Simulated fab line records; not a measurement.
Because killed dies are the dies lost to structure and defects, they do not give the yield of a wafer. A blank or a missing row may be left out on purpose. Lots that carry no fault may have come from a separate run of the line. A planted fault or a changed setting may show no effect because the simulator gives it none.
fab line records -- flow nand-harc
record lots=16, wafers=47, last-day=24
route steps=1159 shown P_BONDPAD@374 A_ZERO_WELL@405 A_ONON_D1@438
lots untouched by any fault: they come from a run of this same line in which no faults occurred
start-h: hours from the record's first day to the start of the lot's first wafer shown -- wait-h: hours from the lot's prior step to this one -- " unchanged from the row above -- L1.1+2: a single row standing in for several wafers -- - either no value or no given start -- * or withheld: withheld -- < > ~ a bound
route shown NAME@n: names a module that has steps shown in the file, with the first one's number in the route -- usual: mean/standard deviation of fault-free wafers -- same: alike in all rows -- chamber/n: place in a boat -- sites: per-site readings -- _std_site: the standard deviation of these -- _edge_site: mean of outer sites minus mean of inner sites -- radius-mm: how far each site lies from the wafer's centre -- mask NAME#n: copy n -- behind: the tool/chamber that last shaped the wafer -- hold: why the lot went on hold/how many hours it stayed there/how the hold came to an end -- device: names the non-switching transistor (n, p or np) -- end of line: the tests these same wafers got at the end of their route -- where a step has no rows: the recipe by itself -- killed: not the wafer's yield, but the dies lost to structure and defects at the first sort -- map: a wafer's dies, marking killed ones x, the rest . and places with no die _
set.NAME: setting as actually run; set.NAME@STEP: the setting as run at that earlier step -- model.NAME: the simulator's own value behind a step, which no gauge read
a sample of lots followed through the steps of the route, with each step as a table and each wafer as a row
services: from which hour (start-h, from the record's first day; less than 0 if before it) a tool's chamber was out of use, for how many hours, and why
## steps
# step NHARC_P_BONDPAD_DEGAS_25
# recipe temp-c=300, time-s=60
# usual heater-power-w=490/40
lot.wafer,tool,chamber,start-h,wait-h,heater-power-w
L674.1,pvd-sputter-01,-,124.80,-,441
L674.6,pvd-sputter-01,-,124.80,-,431
L674.5,pvd-sputter-01,-,124.80,-,447
L675.3,pvd-sputter-02,-,147.67,-,438
L675.1,pvd-sputter-02,-,147.67,-,503
L675.6,pvd-sputter-02,-,147.67,-,432
L678.1,pvd-sputter-02,-,149.40,-,461
L678.6,pvd-sputter-02,-,149.40,-,488
L678.5,pvd-sputter-02,-,149.40,-,429
L677.1,pvd-sputter-03,-,152.99,-,543
L677.4,pvd-sputter-03,-,152.99,-,519
L677.6,pvd-sputter-03,-,152.99,-,549
L679.2,pvd-sputter-02,-,161.27,-,467
L679.1,pvd-sputter-02,-,161.27,-,473
L679.6,pvd-sputter-02,-,161.27,-,462
L681.3,pvd-sputter-03,-,174.38,-,516
L681.2,pvd-sputter-03,-,174.38,-,526
L681.6,pvd-sputter-03,-,174.38,-,525
L682.1,pvd-sputter-03,-,177.32,-,534
L682.4,pvd-sputter-03,-,177.32,-,513
L682.6,pvd-sputter-03,-,177.32,-,531
L684.2,pvd-sputter-02,-,182.64,-,436
L684.4,pvd-sputter-02,-,182.64,-,453
L684.6,pvd-sputter-02,-,182.64,-,485
L688.3,pvd-sputter-02,-,207.69,-,485
L688.2,pvd-sputter-02,-,207.69,-,458
L688.6,pvd-sputter-02,-,207.69,-,439
L685.1,pvd-sputter-01,-,208.25,-,427
L685.2,pvd-sputter-01,-,208.25,-,443
L685.3,pvd-sputter-01,-,208.25,-,459
L686.1,pvd-sputter-02,-,209.44,-,478
L686.2,pvd-sputter-02,-,209.44,-,493
L686.5,pvd-sputter-02,-,209.44,-,468
L690.1,pvd-sputter-03,-,227.23,-,541
L690.3,pvd-sputter-03,-,227.23,-,521
L690.6,pvd-sputter-03,-,227.23,-,552
L691.4,pvd-sputter-01,-,230.39,-,464
L691.5,pvd-sputter-01,-,230.39,-,442
L693.2,pvd-sputter-03,-,241.42,-,512
L693.4,pvd-sputter-03,-,241.42,-,558
L693.3,pvd-sputter-03,-,241.42,-,514
L692.3,pvd-sputter-01,-,242.26,-,456
L692.4,pvd-sputter-01,-,242.26,-,447
L692.6,pvd-sputter-01,-,242.26,-,477
L697.3,pvd-sputter-02,-,271.84,-,505
L697.4,pvd-sputter-02,-,271.84,-,416
L697.6,pvd-sputter-02,-,271.84,-,410
# step NHARC_P_BONDPAD_PVD_17
# recipe target-thk-a=50, bias-v=168.6, power-w=15000, chamber-pressure-pa=0.12, time-s=8.06, substrate-temp-c=50, material=TaN
# usual chamber-pressure-pa=0.12002/0.00025, throttle-valve-pct=30.3/0.93
lot.wafer,tool,chamber,start-h,wait-h,chamber-pressure-pa,throttle-valve-pct
L674.1,pvd-sputter-01,-,-,-,0.12012,30.0
L674.6,pvd-sputter-01,-,-,-,0.1203,30.5
L674.5,pvd-sputter-01,-,-,-,0.12017,30.8
L675.3,pvd-sputter-02,-,-,-,0.11965,29.0
L675.1,pvd-sputter-02,-,-,-,0.12024,30.6
L675.6,pvd-sputter-02,-,-,-,0.12032,29.0
L678.1,pvd-sputter-02,-,-,-,0.11953,30.6
L678.5,pvd-sputter-02,-,-,-,0.11992,30.8
L678.6,pvd-sputter-02,-,-,-,0.12011,30.8
L677.4,pvd-sputter-03,-,-,-,0.11969,30.3
L677.1,pvd-sputter-03,-,-,-,0.12011,28.4
L677.6,pvd-sputter-03,-,-,-,0.12013,31.1
L679.1,pvd-sputter-02,-,-,-,0.12003,30.7
L679.2,pvd-sputter-02,-,-,-,0.12033,30.6
L679.6,pvd-sputter-02,-,-,-,0.12019,30.8
L681.2,pvd-sputter-03,-,-,-,0.11989,28.5
L681.3,pvd-sputter-03,-,-,-,0.11997,31.2
L681.6,pvd-sputter-03,-,-,-,0.12014,30.6
L682.4,pvd-sputter-03,-,-,-,0.12013,30.4
L682.1,pvd-sputter-03,-,-,-,0.12,28.5
L682.6,pvd-sputter-03,-,-,-,0.12039,30.5
L684.4,pvd-sputter-02,-,-,-,0.11987,30.9
L684.2,pvd-sputter-02,-,-,-,0.1196,30.8
L684.6,pvd-sputter-02,-,-,-,0.12022,29.0
L688.2,pvd-sputter-02,-,-,-,0.11975,29.0
L688.3,pvd-sputter-02,-,-,-,0.1205,30.5
L688.6,pvd-sputter-02,-,-,-,0.12014,30.3
L685.1,pvd-sputter-01,-,-,-,0.12008,29.7
L685.2,pvd-sputter-01,-,-,-,0.11967,31.2
L685.3,pvd-sputter-01,-,-,-,0.11998,29.8
L686.2,pvd-sputter-02,-,-,-,0.12044,30.5
L686.1,pvd-sputter-02,-,-,-,0.12037,30.7
L686.5,pvd-sputter-02,-,-,-,0.11995,30.7
L690.1,pvd-sputter-03,-,-,-,0.11989,30.7
L690.3,pvd-sputter-03,-,-,-,0.1197,28.2
L690.6,pvd-sputter-03,-,-,-,0.12001,28.4
L691.4,pvd-sputter-01,-,-,-,0.11978,30.0
L691.5,pvd-sputter-01,-,-,-,0.12008,31.1
L693.2,pvd-sputter-03,-,-,-,0.11989,30.7
L693.4,pvd-sputter-03,-,-,-,0.1198,28.5
L693.3,pvd-sputter-03,-,-,-,0.11981,30.4
L692.4,pvd-sputter-01,-,-,-,0.11996,29.6
L692.3,pvd-sputter-01,-,-,-,0.1203,29.8
L692.6,pvd-sputter-01,-,-,-,0.12045,29.6
L697.4,pvd-sputter-02,-,-,-,0.11993,30.9
L697.3,pvd-sputter-02,-,-,-,0.11984,31.0
L697.6,pvd-sputter-02,-,-,-,0.12028,30.9
# step NHARC_A_ZERO_WELL_ETCH_13
# recipe target-depth-a=1200, time-s=40.1, hbr-flow-sccm=150, cl2-flow-sccm=50, rf-w=400, icp-w=400, bias-w=100, chemistry=HBr/Cl2
# usual drypump-motor-current-A=5.8/0.44, oes-product-au=0.992/0.013, throttle-valve-pct=26.406/0.0086
lot.wafer,tool,chamber,start-h,wait-h,drypump-motor-current-A,oes-product-au,rf-hours-counter-h,throttle-valve-pct
L674.1,rie-si-02,0,128.14,-,6.0,0.991,0.6,26.400
L674.6,rie-si-02,3,128.14,-,5.6,0.985,-,26.402
L674.5,rie-si-02,0,128.14,-,6.0,1.010,-,26.415
L675.3,rie-si-02,3,150.86,-,5.6,0.981,0.9,26.392
L675.1,rie-si-02,1,150.86,-,5.7,0.984,0.8,26.404
L675.6,rie-si-02,3,150.86,-,5.6,0.971,-,26.411
L678.1,rie-si-02,0,152.64,-,6.0,1.001,0.8,26.396
L678.5,rie-si-02,2,152.64,-,5.4,0.997,-,26.388
L678.6,rie-si-02,3,152.64,-,5.6,0.996,-,26.412
L677.4,rie-si-06,1,156.24,-,5.6,0.971,0.8,26.404
L677.1,rie-si-06,0,156.24,-,6.5,0.995,0.9,26.399
L677.6,rie-si-06,2,156.24,-,5.7,1.009,-,26.402
L679.1,rie-si-03,3,164.56,-,6.0,0.979,0.0,26.411
L679.2,rie-si-03,1,164.56,-,6.9,0.986,0.0,26.399
L679.6,rie-si-03,3,164.56,-,6.0,0.993,-,26.393
L681.2,rie-si-02,2,177.83,-,5.4,0.984,1.1,26.409
L681.3,rie-si-02,3,177.83,-,5.6,0.978,1.1,26.413
L681.6,rie-si-02,2,177.83,-,5.4,0.977,-,26.408
L682.1,rie-si-02,3,181.63,-,5.6,0.981,1.2,26.386
L682.4,rie-si-02,0,181.63,-,6.1,0.997,1.0,26.405
L682.6,rie-si-02,3,181.63,-,5.6,0.976,-,26.411
L684.2,rie-si-03,2,185.91,-,5.6,0.995,0.2,26.398
L684.4,rie-si-03,3,185.91,-,6.0,0.994,0.2,26.401
L684.6,rie-si-03,2,185.91,-,5.6,0.991,-,26.398
L688.2,rie-si-06,0,210.85,-,6.5,1.000,0.1,26.405
L688.3,rie-si-06,3,210.85,-,5.7,0.980,0.1,26.413
L688.6,rie-si-06,1,210.85,-,5.6,0.973,-,26.408
L685.1,rie-si-03,3,211.70,-,6.0,0.985,0.4,26.404
L685.3,rie-si-03,0,211.70,-,5.1,1.004,0.3,26.399
L685.2,rie-si-03,1,211.70,-,6.9,0.983,0.3,26.416
L686.2,rie-si-06,1,212.62,-,5.6,0.971,0.1,26.423
L686.1,rie-si-06,3,212.62,-,5.7,0.974,0.1,26.424
L686.5,rie-si-06,2,212.62,-,5.7,0.992,-,26.399
L690.3,rie-si-06,2,230.38,-,5.7,0.989,0.3,26.397
L690.1,rie-si-06,0,230.38,-,6.5,1.003,0.3,26.409
L690.6,rie-si-06,1,230.38,-,5.6,0.968,-,26.416
L691.4,rie-si-06,1,233.60,-,5.6,0.965,0.3,26.401
L691.5,rie-si-06,0,233.60,-,6.5,1.005,-,26.408
L693.4,rie-si-02,1,244.76,-,5.7,1.009,0.1,26.411
L693.3,rie-si-02,2,244.76,-,5.4,0.989,0.1,26.407
L693.2,rie-si-02,0,244.76,-,6.0,0.997,0.2,26.416
L692.4,rie-si-06,2,245.61,-,5.7,1.017,0.4,26.411
L692.3,rie-si-06,3,245.61,-,5.8,0.983,0.4,26.401
L692.6,rie-si-06,3,245.61,-,5.7,0.979,-,26.412
L697.4,rie-si-06,2,275.24,-,5.7,0.989,0.7,26.402
L697.3,rie-si-06,3,275.24,-,5.7,0.973,0.6,26.418
L697.6,rie-si-06,1,275.24,-,5.6,0.985,-,26.405
# step NHARC_A_ONON_D1_DEP_19
# recipe target-thk-a=10000, n2-flow-sccm=2750, n2o-flow-sccm=2000, nh3-flow-sccm=500, sih4-flow-sccm=210, temp-c=400
# usual n2-flow-sccm=2750/7.6
lot.wafer,tool,chamber,start-h,wait-h,n2-flow-sccm
L674.1,pecvd-onon-04,0,162.36,0.1,2758
L674.5,pecvd-onon-04,0,162.36,0.1,2754
L674.6,pecvd-onon-04,0,162.36,0.1,2752
L675.1,pecvd-onon-01,0,182.56,0.1,2757
L675.3,pecvd-onon-01,0,182.56,0.1,2749
L675.6,pecvd-onon-01,0,182.56,0.1,2748
L678.1,pecvd-onon-02,0,182.57,0.1,2744
L678.5,pecvd-onon-02,0,182.57,0.1,2747
L678.6,pecvd-onon-02,0,182.57,0.1,2747
L677.1,pecvd-onon-04,0,188.51,0.1,2758
L677.4,pecvd-onon-04,0,188.51,0.1,2757
L677.6,pecvd-onon-04,0,188.51,0.1,2753
L679.1,pecvd-onon-04,0,200.39,0.1,2754
L679.2,pecvd-onon-04,0,200.39,0.1,2737
L679.6,pecvd-onon-04,0,200.39,0.1,2751
L681.2,pecvd-onon-01,0,214.52,0.2,2746
L681.3,pecvd-onon-01,0,214.52,0.2,2737
L681.6,pecvd-onon-01,0,214.52,0.2,2761
L684.2,pecvd-onon-02,0,214.52,0.2,2743
L684.4,pecvd-onon-02,0,214.52,0.2,2760
L684.6,pecvd-onon-02,0,214.52,0.2,2748
L682.1,pecvd-onon-01,0,214.81,0.2,2752
L682.4,pecvd-onon-01,0,214.81,0.2,2748
L682.6,pecvd-onon-01,0,214.81,0.2,2750
L686.1,pecvd-onon-02,0,243.44,0.2,2746
L686.2,pecvd-onon-02,0,243.44,0.2,2747
L686.5,pecvd-onon-02,0,243.44,0.2,2746
L685.1,pecvd-onon-01,0,243.76,0.2,2754
L685.2,pecvd-onon-01,0,243.76,0.2,2755
L685.3,pecvd-onon-01,0,243.76,0.2,2764
L688.2,pecvd-onon-02,0,243.85,0.2,2750
L688.3,pecvd-onon-02,0,243.85,0.2,2762
L688.6,pecvd-onon-02,0,243.85,0.2,2748
L690.1,pecvd-onon-02,0,262.25,0.1,2739
L690.3,pecvd-onon-02,0,262.25,0.1,2749
L690.6,pecvd-onon-02,0,262.25,0.1,2751
L691.4,pecvd-onon-02,0,266.05,0.2,2763
L691.5,pecvd-onon-02,0,266.05,0.2,2750
L693.2,pecvd-onon-04,0,277.95,0.1,2743
L693.3,pecvd-onon-04,0,277.95,0.1,2746
L693.4,pecvd-onon-04,0,277.95,0.1,2747
L692.3,pecvd-onon-01,0,278.04,0.2,2753
L692.4,pecvd-onon-01,0,278.04,0.2,2758
L692.6,pecvd-onon-01,0,278.04,0.2,2756
L697.3,pecvd-onon-01,0,306.99,0.2,2753
L697.4,pecvd-onon-01,0,306.99,0.2,2752
L697.6,pecvd-onon-01,0,306.99,0.2,2753
# step NHARC_A_ONON_D1_THK_MEAS_21
# recipe thk-meas-gauge=ellipsometry
# usual thk-nm=1004/8.5
lot.wafer,tool,chamber,start-h,wait-h,thk-nm
L674.1,film-metro-02,-,162.87,-,1012
L674.5,film-metro-02,-,162.87,-,1011
L674.6,film-metro-02,-,162.87,-,1010
L675.1,film-metro-02,-,183.07,-,1003
L675.3,film-metro-02,-,183.07,-,1002
L675.6,film-metro-02,-,183.07,-,1003
L678.1,film-metro-01,-,183.08,-,1011
L678.5,film-metro-01,-,183.08,-,1012
L678.6,film-metro-01,-,183.08,-,1009
L677.1,film-metro-01,-,189.03,-,1011
L677.4,film-metro-01,-,189.03,-,1010
L677.6,film-metro-01,-,189.03,-,1010
L679.1,film-metro-01,-,200.90,-,999
L679.2,film-metro-01,-,200.90,-,1001
L679.6,film-metro-01,-,200.90,-,998
L684.2,film-metro-01,-,214.97,-,1019
L684.4,film-metro-01,-,214.97,-,1021
L684.6,film-metro-01,-,214.97,-,1019
L681.2,film-metro-02,-,214.97,-,992
L681.3,film-metro-02,-,214.97,-,992
L681.6,film-metro-02,-,214.97,-,992
L682.1,film-metro-01,-,215.32,-,1003
L682.4,film-metro-01,-,215.32,-,1003
L682.6,film-metro-01,-,215.32,-,1003
L686.1,film-metro-02,-,243.95,-,954
L686.2,film-metro-02,-,243.95,-,954
L686.5,film-metro-02,-,243.95,-,952
L685.1,film-metro-01,-,244.27,-,1015
L685.2,film-metro-01,-,244.27,-,1015
L685.3,film-metro-01,-,244.27,-,1014
L688.2,film-metro-02,-,244.31,-,959
L688.3,film-metro-02,-,244.31,-,959
L688.6,film-metro-02,-,244.31,-,959
L690.1,film-metro-01,-,262.76,-,968
L690.3,film-metro-01,-,262.76,-,968
L690.6,film-metro-01,-,262.76,-,969
L691.4,film-metro-02,-,266.38,-,960
L691.5,film-metro-02,-,266.38,-,960
L693.2,film-metro-02,-,278.40,-,1020
L693.3,film-metro-02,-,278.40,-,1019
L693.4,film-metro-02,-,278.40,-,1021
L692.3,film-metro-01,-,278.44,-,1003
L692.4,film-metro-01,-,278.44,-,1002
L692.6,film-metro-01,-,278.44,-,1002
L697.3,film-metro-02,-,307.39,-,1000
L697.4,film-metro-02,-,307.39,-,1001
L697.6,film-metro-02,-,307.39,-,999
## services
tool,chamber,start-h,hours,kind
pvd-sputter-03,-,102.00,10.0,pm
rie-si-03,3,111.28,12.5,repair
pecvd-onon-02,-,111.33,13.0,pm
rie-si-02,1,118.35,6.0,repair
rie-si-03,-,155.00,9.0,pm
pvd-sputter-01,-,158.00,10.0,pm
pvd-sputter-01,-,175.58,8.5,repair
rie-si-06,-,183.00,9.0,pm
pvd-sputter-03,-,184.24,3.6,repair
pecvd-onon-01,-,195.24,13.0,pm
rie-si-02,3,198.70,12.6,repair
pvd-sputter-03,-,204.25,5.1,repair
rie-si-02,-,211.00,9.0,pm
pvd-sputter-02,-,214.06,10.0,pm
rie-si-06,1,215.96,6.8,repair
pecvd-onon-04,-,237.01,13.0,pm
rie-si-02,0,245.35,20.3,repair
pvd-sputter-02,-,250.20,1.5,repair
rie-si-06,0,260.03,2.9,repair
rie-si-06,-,271.52,0.3,repair
pvd-sputter-03,-,280.02,10.0,pm
rie-si-03,1,284.24,12.8,repair
pecvd-onon-02,-,292.33,13.0,pm
pvd-sputter-02,-,295.64,2.8,repair
## key
first-sign step=NHARC_A_ONON_D1_THK_MEAS_21, reading=thk-nm, direction=down, sigmas=5.1, usual=1004, struck=960
effect none on later readings
met-at NHARC_A_ONON_D1_DEP_19
struck-lots L686,L688,L690,L691
later-rows-left-out L686.1,L686.2,L686.5,L688.2,L688.3,L688.6,L690.1,L690.3,L690.6,L691.4,L691.5
sort-left-out L686.1,L686.2,L686.5,L688.2,L688.3,L688.6,L690.1,L690.3,L690.6,L691.4,L691.5
tester-left-out L686,L688,L690,L691
not-acting-at NHARC_P_BONDPAD_DEGAS_25,NHARC_P_BONDPAD_PVD_17,NHARC_A_ZERO_WELL_ETCH_13
fault kind=process-parameter-drift, tool=pecvd-onon-02, chamber=-, onset-h=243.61, steps=NHARC_A_ONON_D1_DEP_19, channel=target-thk-a, offset=*, shape=step, acts-in=*, stated=*
# tester-left-out: of these lots the tester's yield and bins aren't shown, on N5 and GAA mostly nor the transistor test; their killed dies are dies lost to structure and defects alone, not to doping, threshold or leakage, so they don't give the yield
# sort-left-out: the simulated sort isn't trusted on such a fault, so these wafers' sort isn't shown, and their yield isn't known
# later-rows-left-out: the simulator's readings of these wafers behind a module that went badly wrong aren't trusted and aren't shown, but for the sort
